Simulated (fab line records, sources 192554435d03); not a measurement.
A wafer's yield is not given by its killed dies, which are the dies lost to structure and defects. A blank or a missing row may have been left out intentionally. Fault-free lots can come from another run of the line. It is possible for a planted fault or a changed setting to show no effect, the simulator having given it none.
The same fault as seen by 2 desks / flow n5Finfet / each desk holds nothing but its own numbers, with what lay behind them at the end

FROM THE METROLOGY DESK
Lot by lot, what the gauges showed, no matter which tool ran the lot: averages of those sampled wafers that carry a number. Marked OUT: a lot whose mean sits more than 4 standard deviations from the usual mean, which makes it out of limits; the brackets give that distance. Of its 11 readings 7 are shown: those that lie furthest out on some lot.
Columns: A = VG_OVL at N5_MOL_CONTACT_COAG_OVL_MEAS_85, usual 0.0 nm; B = IOFF_N at N5_BEOL_M4_RC_MEAS_101, usual 0.16 nA/um; C = ION_N at N5_BEOL_M4_RC_MEAS_101, usual 676 uA/um; D = ION_P at N5_BEOL_M4_RC_MEAS_101, usual 462 uA/um; E = SS_N at N5_BEOL_M4_RC_MEAS_101, usual 71.6 mV/dec; F = VT_N at N5_BEOL_M4_RC_MEAS_101, usual 251 mV; G = VT_P at N5_BEOL_M4_RC_MEAS_101, usual -252 mV
lot=L209; first seen here=day 5 09:32; A=0.3; B=0.17; C=676; D=458; E=72.1; F=253; G=-253
lot=L213; first seen here=day 6 08:41; A=-0.7; B=0.15; C=670; D=462; E=71.6; F=252; G=-250
lot=L215; first seen here=day 6 21:15; A=-0.5; B=0.15; C=688; D=469; E=71.3; F=250; G=-252
lot=L218; first seen here=day 7 20:47; A=-0.0; B=0.15; C=684; D=472; E=71.5; F=250; G=-249
lot=L221; first seen here=day 8 07:40; A=0.3; B=0.16; C=680; D=456; E=71.0; F=247; G=-253
lot=L222; first seen here=day 8 18:13; A=0.0; B=0.24; C=697; D=470; E=72.7; F=244; G=-245
lot=L223; first seen here=day 8 21:11; A=-0.6; B=0.15; C=667; D=444; E=72.6; F=253; G=-260
lot=L229; first seen here=day 10 09:01; A=0.8; B=0.19; C=677; D=469; E=72.1; F=248; G=-245
lot=L230; first seen here=day 10 14:49; A=-0.2; B=0.18; C=659; D=460; E=72.0; F=252; G=-248
lot=L231; first seen here=day 10 21:51; A=1.0; B=0.17; C=690; D=475; E=71.3; F=248; G=-247
This desk found nothing out of limits on any of the 10 lots.

AT THE TOOL OWNER'S DESK: lithoTrack-05
The tool's own readings at N5_MOL_CONTACT_COAG_COAT_77 (time 60 s, resist thk 10 nm): means of the sampled wafers that have a number, for each lot that ran on this tool. Marked OUT: a lot whose mean sits more than 4 standard deviations from the usual mean, which makes it out of limits; the brackets give that distance.
Columns: A = spinSpeedRpm at N5_MOL_CONTACT_COAG_COAT_77, usual 1499.9 rpm
lot=L209; first seen here=day 5 09:13; A=1499.9
lot=L213; first seen here=day 6 08:15; A=1500.8
lot=L221; first seen here=day 8 07:14; A=1533.1 (+36) OUT
lot=L222; first seen here=day 8 17:47; A=1533.8 (+37) OUT
lot=L223; first seen here=day 8 20:53; A=1533.8 (+37) OUT
This desk's verdict: out of limits on L221, L222, L223, starting with L221 at day 8 07:14 (spinSpeedRpm at N5_MOL_CONTACT_COAG_COAT_77). Within limits: L209, L213.

ALL TOGETHER
On L221, L222, L223, at day 8 07:14, an alarm was possible from the tool owner's desk.
At the metrology desk, nothing out of limits was observed.
The metrology desk holds a record of L221, L222, L223, inside its limits.
The lots listed all ran N5_MOL_CONTACT_COAG_COAT_77 on lithoTrack-05.

WHAT HAD BEEN PUT IN BY THE SIMULATOR
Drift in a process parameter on lithoTrack-05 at N5_MOL_CONTACT_COAG_COAT_77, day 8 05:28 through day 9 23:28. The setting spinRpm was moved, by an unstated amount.
Shown lots that were struck: L221, L222, L223.
Time in hours from fault onset to the first out-of-limits reading at each desk: the tool owner's desk, 2.
